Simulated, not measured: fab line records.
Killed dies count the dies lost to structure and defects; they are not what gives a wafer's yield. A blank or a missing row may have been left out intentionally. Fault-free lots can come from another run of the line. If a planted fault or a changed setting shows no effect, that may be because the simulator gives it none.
Chamber matching	flow n5_finfet	N5_BEOL_M4_STRIP_19 on rie_diel-02: 4 sister chambers
The step strips in O2. 16 wafers are shown with their chamber, then 8 later ones without.

WAFERS WITH THEIR CHAMBER
wafer	chamber	showerhead_plenum_p_Torr (Torr)	throttle_valve_pct (%)	oes_product_au (a.u.)
L076.3	3	2.13	16.56	0.90
L076.4	3	2.13	16.57	0.90
L076.6	2	2.20	16.57	0.81
L078.1	0	2.00	16.83	0.73
L078.3	3	2.12	16.57	0.90
L078.5	0	2.00	16.84	0.73
L079.1	0	2.00	16.83	0.72
L079.2	2	2.20	16.58	0.79
L079.6	2	2.20	16.58	0.79
L080.2	2	2.20	16.60	0.78
L080.3	0	2.00	16.84	0.73
L080.4	1	2.24	16.39	0.91
L085.2	2	2.18	16.65	0.76
L085.4	3	2.11	16.64	0.84
L085.6	2	2.18	16.65	0.77
L088.2	2	2.18	16.64	0.75

SIGNATURES (averages over the wafers above)
reading	chamber 0	chamber 1	chamber 2	chamber 3	scatter within a chamber
showerhead_plenum_p_Torr	2.0000	2.2400	2.1914	2.1225	0.00895
throttle_valve_pct	16.8350	16.3900	16.6100	16.5850	0.0314
oes_product_au	0.7275	0.9100	0.7786	0.8850	0.0209
Rule: for a wafer and a chamber, the distance is found by dividing, reading by reading, the gap between the wafer's reading and the chamber's mean by the reading's scatter, squaring, summing and taking the root. If the next closest chamber is less than 2 further off than the closest, the wafer can't be placed; otherwise it belongs to the closest. The scatter is the square root of a quotient: the sum, over the shown wafers, of each reading's squared deviation from its chamber's mean, divided by wafers minus chambers.

WAFERS MISSING THEIR CHAMBER
wafer	showerhead_plenum_p_Torr (Torr)	throttle_valve_pct (%)	oes_product_au (a.u.)
L088.3	2.23	16.45	0.85
L088.5	1.99	16.89	0.70
L092.2	1.99	16.90	0.69
L092.4	2.18	16.66	0.76
L092.6	2.18	16.67	0.75
L087.1	1.99	16.91	0.69
L087.2	2.18	16.65	0.74
L087.3	2.23	16.46	0.84

WHICH CHAMBER EACH ONE RAN IN
wafer	from the rows above	in truth
L088.3	1	1
L088.5	0	0
L092.2	0	0
L092.4	2	2
L092.6	2	2
L087.1	0	0
L087.2	2	2
L087.3	1	1
Correctly placed: 8 of 8. Left unplaced by these rows: 0. 0 placed wrongly.
